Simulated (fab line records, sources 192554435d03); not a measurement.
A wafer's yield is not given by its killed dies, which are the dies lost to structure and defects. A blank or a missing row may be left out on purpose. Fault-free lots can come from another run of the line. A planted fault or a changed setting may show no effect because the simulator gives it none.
Struck lot and sound lot, side by side	flow n5 finfet	37 out of 1938 route steps
Sound: wafers L914.1, L914.2, L914.6. Struck: wafer L924.2 (L924.3, L924.6, from the same lot, were not struck and are left out); the cause is given at the end.
Per side, at each step with rows, come the tool, then ch with its chambers, and then its first start. Under that, the readings that differ: sound wafers	struck wafers	difference of the means	sigmas: that difference in standard deviations of wafers without a fault.
alike: a reading whose means differ by less than 2 such deviations, as well as words and numbers matching on both sides. not compared: withheld readings; readings where some wafer has no value; bounds like >300 that might hide an equal value; numbers whose values overlap and for which the record gives no deviation.
Wherever a step has rows on one side only, a row that says differs or no value, or a row with sigmas, the two part there. Numbers that have no deviation but don't overlap get no sigmas and don't part them. A reading missing from all wafers of one side parts the sides only when that side holds two or more wafers.

first, 9 steps without rows for these wafers: N5_SD_EPI_N_COAT_33 (time 60 s, resist thk 35 nm); N5_SD_EPI_N_COAT_03 (resist thk 150 nm); N5_SD_EPI_N_EBR_05; N5_SD_EPI_N_SOFTBAKE_04 (time 60 s); N5_SD_EPI_N_EXPOSE_06 (exposes mask SD N BLK, target cd 120 nm); N5_SD_EPI_N_PEB_07 (peb time 60 s); N5_SD_EPI_N_DEVELOP_08 (develop time 30 s); N5_SD_EPI_N_DESCUM_14 (chemistry O2, time 7.9 s); N5_SD_EPI_N_ETCH_34 (etches SiARC in CF4, target depth 45.5 nm, time 75.8 s).
N5_SD_EPI_N_ETCH_35: etches SOC in N2/H2, overetch 108 nm, time 486 s.
  sound on rie diel-05 ch 0,2, day 3 00:39; struck on rie diel-05 ch 1, day 5 15:11
reading	sound	struck	difference	sigmas
rf fwd power W (W)	2992 2997 2993	2280	-714	-87
rf vpp V (V)	239.8 240.8 241.4	265.8	+25.1	+19
model.SD_EPI_N.cd nm (nm)	119.8 118.4 118.6	114.4	-4.5	
model.SiARC_of_SD_EPI_N_COAT_33.thk nm (nm)	19.6 20.2 20.2	22.2	+2.2	
  alike: drypump motor current A, oes product au, showerhead plenum p Torr, throttle valve pct
  not compared: rf hours counter h
then, 3 steps without rows for these wafers: N5_SD_EPI_N_STRIP_36 (strips in N2/H2); N5_SD_EPI_N_ETCHBACK_44 (etches SiNx in CH3F/O2, stops on SiO2, target depth 14.5 nm); N5_SD_EPI_N_ETCH_45 (etches SiOCN in CH3F/O2, target depth 6 nm).
N5_SD_EPI_N_ETCH_16: etches SiO2 in CHF3/O2, target depth 5 nm.
  sound on rie diel-05 ch 0,2, day 3 01:10; struck on rie diel-05 ch 1, day 5 15:43
reading	sound	struck	difference	sigmas
CHF3_flow_sccm (sccm)	49.92 50.02 49.92	50.24	+0.29	+2
rf fwd power W (W)	644.0 643.1 639.5	647.8	+5.6	+2
model.SiARC_of_SD_EPI_N_COAT_33.thk nm (nm)	12.2 13 13	14.4	+1.7	
  alike: drypump motor current A, oes product au, rf vpp V, showerhead plenum p Torr, throttle valve pct
  not compared: rf hours counter h
then, 1 step without rows for these wafers: N5_SD_EPI_N_STRIP_47 (strips in CHF3/O2).
N5_SD_EPI_N_SD_RECESS_17: chemistry HBr/Cl2/O2, target depth 41 nm, time 23.7 s, bt time 3 s.
  sound on rie si-06 ch 1,2, day 3 01:14; struck on rie si-01 ch 0, day 5 15:47
reading	sound	struck	difference	sigmas
oes product au (a.u.)	0.978 0.989 0.970	1.011	+0.032	+2
throttle valve pct (%)	36.7 37.6 36.7	37.8	+0.8	+2
model.SD_EPI_N.cd nm (nm)	119.8 118.6 119.2	114.2	-5.0	
  alike: drypump motor current A
  not compared: rf hours counter h
then, 19 steps without rows for these wafers: N5_SD_EPI_N_STRIP_38 (strips in N2/H2); N5_SD_EPI_N_WET_ETCH_43 (etches SiO2 in dHF, time 14 s, target depth 1.5 nm); N5_SD_EPI_N_STRIP_18 (strips in SPM, time 750 s); N5_SD_EPI_N_SRD_20 (time 30 s); N5_SD_EPI_N_PRECLEAN_48 (cleans in NF3:NH3, afs cycles 2, time 20 s, sublimation time 60 s); N5_SD_EPI_N_VAPOR_ETCH_50 (etches Si in HCl, time 54 s); N5_SD_EPI_N_EPI_21 (deposits Si:P, time 690 s); N5_SD_EPI_N_PRECLEAN_24 (cleans in O3/DIW, time 60 s); N5_SD_EPI_N_SRD_25 (time 30 s); N5_SD_EPI_N_PRECLEAN_49 (cleans in NF3:NH3, afs cycles 1, time 20 s, sublimation time 60 s); N5_SD_EPI_N_LINER_46 (material SiNx, target thk 3 nm); N5_SD_EPI_P_COAT_34 (time 60 s, resist thk 350 nm); N5_SD_EPI_P_COAT_35 (time 60 s, resist thk 35 nm); N5_SD_EPI_P_COAT_03 (resist thk 150 nm); N5_SD_EPI_P_EBR_05; N5_SD_EPI_P_SOFTBAKE_04 (time 60 s); N5_SD_EPI_P_EXPOSE_06 (exposes mask SD P BLK, target cd 240 nm); N5_SD_EPI_P_PEB_07 (peb time 60 s); N5_SD_EPI_P_DEVELOP_08 (develop time 30 s).
-- here the record skips 6 days between the struck wafers' starts before and after, leaving off in module SD_EPI_P and picking up in module BEOL_M4 (first step shown: number 1111 of the route) --
N5_BEOL_M4_RC_MEAS_101:
  sound on prober-01 ch 0, day 8 08:40; struck on prober-02 ch 0, day 11 04:15
reading	sound	struck	difference	sigmas
DIBL_N (mV/V)	41.2 39.7 33.8	32.5	-5.7	-2
DIBL_P (mV/V)	43.8 41.6 35.1	33.3	-6.9	-2
IOFF_N (nA/um)	0.30 0.23 0.12	0.12	-0.10	-2
SS_N (mV/dec)	72.9 72.9 71.1	70.4	-1.9	-2
  alike: IOFF_P, ION_N, ION_P, SS_P, VT_N, VT_P
-- record jumps: 4 days separate the struck wafers' starts on either side; left off in module BEOL_M4, taken up again in module PASSIVATION, whose first shown step is the route's number 1936 --
N5_PASSIVATION_PROBE_49:
  only the struck wafers here have rows in the record (prober-02, day 15 12:05); the sound ones have none

## WHERE THEY PART
Last at N5_PASSIVATION_PROBE_49 as far as this record goes, first at N5_SD_EPI_N_ETCH_35.

WHY: the cause the simulator had injected
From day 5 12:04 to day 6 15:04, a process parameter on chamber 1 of rie diel-05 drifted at N5_SD_EPI_N_ETCH_35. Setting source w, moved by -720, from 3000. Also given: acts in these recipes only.
